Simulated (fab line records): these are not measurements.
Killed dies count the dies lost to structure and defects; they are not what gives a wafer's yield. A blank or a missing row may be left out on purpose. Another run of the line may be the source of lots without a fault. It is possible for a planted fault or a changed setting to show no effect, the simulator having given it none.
Matching of chambers	flow n5 finfet	N5_FIN_SAQP_MANDREL2_REMOVE_60 on rie si-03: 4 sister chambers
The step chemistry HBr/Cl2/O2, target a-Si, stops on SiNx, bt time 10 s. 4 wafers are shown with their chamber, then 10 later ones without.

WAFERS, EACH WITH ITS CHAMBER
wafer	chamber	oes product au (a.u.)
L081.6	1	0.988
L082.6	0	0.992
L083.1	3	1.017
L083.3	2	0.989

WAFERS WITHOUT THEIR CHAMBER
wafer	oes product au (a.u.)
L083.4	0.980
L084.1	0.992
L084.3	0.989
L084.6	0.988
L088.1	1.023
L088.3	0.994
L088.6	0.998
L096.2	0.990
L096.4	0.997
L096.6	1.003

EACH ONE'S CHAMBER
wafer	from the rows above	in truth
L083.4	can't be placed: 1 or 2 or 0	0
L084.1	can't be placed: 0 or 2 or 1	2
L084.3	can't be placed: 2 or 1 or 0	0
L084.6	can't be placed: 1 or 2 or 0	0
L088.1	3	3
L088.3	can't be placed: 0 or 2 or 1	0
L088.6	can't be placed: 0 or 2 or 1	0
L096.2	can't be placed: 2 or 0 or 1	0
L096.4	can't be placed: 0 or 2 or 1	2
L096.6	can't be placed: 0 or 2 or 3 or 1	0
Placed correctly: 1 of 10. Cannot be placed on the basis of these rows: 9; the candidates contain the true chamber in 9. Wrongly placed: 0.
How it was worked out, from the rows above alone: a wafer's distance from a chamber is the root of the sum, over the readings, of the square of ((its reading less the chamber's mean) divided by the reading's scatter). If the next closest chamber is less than 2 further off than the closest, the wafer can't be placed; otherwise it belongs to the closest. A chamber's mean is the mean of its shown wafers. The scatter (one wafer shown for each chamber): square how far every hidden wafer sits from the nearest shown wafer, average those squares and take the square root.
